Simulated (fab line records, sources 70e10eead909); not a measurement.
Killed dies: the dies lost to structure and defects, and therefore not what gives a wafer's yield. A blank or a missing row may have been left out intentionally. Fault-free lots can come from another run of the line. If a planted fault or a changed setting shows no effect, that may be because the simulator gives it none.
A lot that was struck, set against a sound lot	flow nandHarc	25 out of 1302 route steps
Sound: the wafers L848.1, L848.3, L848.6. Wafers struck: L861.3, L861.4, L861.5. At the end, the cause is stated.
Each step with rows lists, per side, the tool, then ch with its chambers, then its first start. Under that, the readings that differ: sound wafers	struck wafers	difference of the means	sigmas: that difference in standard deviations of wafers without a fault.
alike: words and numbers the same on both sides, and readings whose means are apart by under 2 such deviations; not compared: readings that were withheld, readings missing a value for some wafer, numbers with overlapping values and no deviation given by the record, and bounds like >300 which may hide the same value.
A row with sigmas, a row that says differs or no value, or rows on one side alone: a step with any of these is where the two part. Numbers that have no deviation but don't overlap get no sigmas and don't part them. A reading that every wafer of one side lacks parts them only if that side has two wafers or more.

first, 6 steps without rows for these wafers: NHARC_P_GATE_STRIP_15 (strips in SPM, time 780 s); NHARC_P_GATE_PRECLEAN_71 (cleans in SC1); NHARC_P_GATE_SRD_72; NHARC_P_GATE_OXIDE_16 (material SiO2, target thk 3 nm, ox time 392 s); NHARC_P_GATE_CVD_17 (deposits poly-Si, target thk 150 nm, time 900 s); NHARC_P_GATE_HM_DEP_102 (deposits aC, target thk 120 nm).
NHARC_P_GATE_DEP_103: deposits SiON, target thk 30 nm.
  sound on pecvd-02 ch 1,2, day 6 03:29; struck on pecvd-01 ch 0,2, day 11 15:53
  alike: heaterPowerW
then, 5 steps without rows for these wafers: NHARC_P_GATE_DEHYDRATE_18 (time 120 s); NHARC_P_GATE_HMDS_19 (time 30 s); NHARC_P_GATE_COAT_20 (resist thk 90 nm); NHARC_P_GATE_SOFTBAKE_21 (time 55 s); NHARC_P_GATE_EBR_22.
NHARC_P_GATE_EXPOSE_23: exposes mask P GATE, target cd 120 nm.
  sound on arfiScanner-02 ch 0, day 6 03:55; struck on arfiScanner-02 ch 0, day 11 16:18
reading	sound	struck	difference	sigmas
exposureDoseMJCm2	93.80 93.75 93.75	68.45 68.52 68.49	-25.28	-99 or more
  alike: mask, stageVelMmS
then, 2 steps without rows for these wafers: NHARC_P_GATE_PEB_24 (peb time 65 s); NHARC_P_GATE_DEVELOP_25 (develop time 35 s).
NHARC_P_GATE_CD_MEAS_26: the cd target is 120 nm.
  sound on cdSem-01 ch 0, day 6 04:03; struck on cdSem-03 ch 0, day 11 16:26
reading	sound	struck	difference	sigmas
cdNm (nm)	120.0 119.3 119.1	139.2 138.9 139.6	+19.8	+36
NHARC_P_GATE_OVL_MEAS_27:
  sound on overlay-02, day 6 04:08; struck on overlay-01, day 11 16:31
  alike: overlayXNm, overlayYNm
NHARC_P_GATE_INSPECT_28:
  sound on defectInspect-02, day 6 04:10; struck on defectInspect-02, day 11 16:34
  alike: rawDefectCount
NHARC_P_GATE_DESCUM_31: chemistry O2, time 3 s.
  sound on rieDiel-11 ch 0,1,2, day 6 04:14; struck on rieDiel-07 ch 0,2, day 11 16:38
reading	sound	struck	difference	sigmas
model.P_GATE.cdNm (nm)	119.9 120 119.7	139 138.8 139.1	+19	
  alike: drypumpMotorCurrentA, oesProductAu, rfVppV, showerheadPlenumPTorr, throttleValvePct
  not compared: rfHoursCounterH
NHARC_P_GATE_ETCH_104: etches the open film in CF4/CHF3, target depth 60 nm.
  sound on rieDiel-11 ch 0,1,3, day 6 04:19; struck on rieDiel-07 ch 1,2,3, day 11 16:43
  alike: drypumpMotorCurrentA, oesProductAu, rfVppV, showerheadPlenumPTorr, throttleValvePct
NHARC_P_GATE_HM_OPEN_105: chemistry O2/COS, target depth 360 nm.
  sound on rieDiel-11 ch 0,1,3; struck on rieDiel-07 ch 1,2,3
  alike: drypumpMotorCurrentA, oesProductAu, rfVppV, showerheadPlenumPTorr, throttleValvePct
  not compared: rfHoursCounterH
then, 1 step without rows for these wafers: NHARC_P_GATE_STRIP_106 (strips in O2/COS).
NHARC_P_GATE_ETCH_114: etches the open film in CF4/O2, target depth 30 nm, overetch 3 nm, time 16.5 s.
  sound on rieDiel-11 ch 0,2; struck on rieDiel-07 ch 0,3
  alike: drypumpMotorCurrentA, oes_f_703_au, oesProductAu, rfVppV, showerheadPlenumPTorr, throttleValvePct
  not compared: rfHoursCounterH
NHARC_P_GATE_ETCH_32: etches the open film in HBr/Cl2, target depth 150 nm, time 100.1 s.
  sound on rieSi-03 ch 0,3, day 6 04:43; struck on rieSi-02 ch 1,3, day 11 17:05
reading	sound	struck	difference	sigmas
model.P_GATE.cdNm (nm)	120.4 120.2 119.1	138.4 140.5 141.5	+20.2	
  alike: drypumpMotorCurrentA, oesProductAu, throttleValvePct
  not compared: rfHoursCounterH
NHARC_P_GATE_STRIP_108: strips in O2.
  sound on rieDiel-11 ch 1,2,3, day 6 04:52; struck on rieDiel-07 ch 1,3, day 11 17:16
  alike: drypumpMotorCurrentA, oesProductAu, rfVppV, showerheadPlenumPTorr, throttleValvePct
  not compared: rfHoursCounterH

== WHERE THEY PART ==
Last at NHARC_P_GATE_CD_MEAS_26 as far as this record goes, first at NHARC_P_GATE_EXPOSE_23. Later steps at which nothing parts them and some readings are alike: NHARC_P_GATE_OVL_MEAS_27, NHARC_P_GATE_INSPECT_28, NHARC_P_GATE_DESCUM_31, NHARC_P_GATE_ETCH_104, NHARC_P_GATE_HM_OPEN_105, NHARC_P_GATE_ETCH_114, NHARC_P_GATE_ETCH_32, NHARC_P_GATE_STRIP_108.

WHY: whatever the simulator had introduced
Process parameters drifting: arfiScanner-02 at NHARC_P_GATE_EXPOSE_23, beginning at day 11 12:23. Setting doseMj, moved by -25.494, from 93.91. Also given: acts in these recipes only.
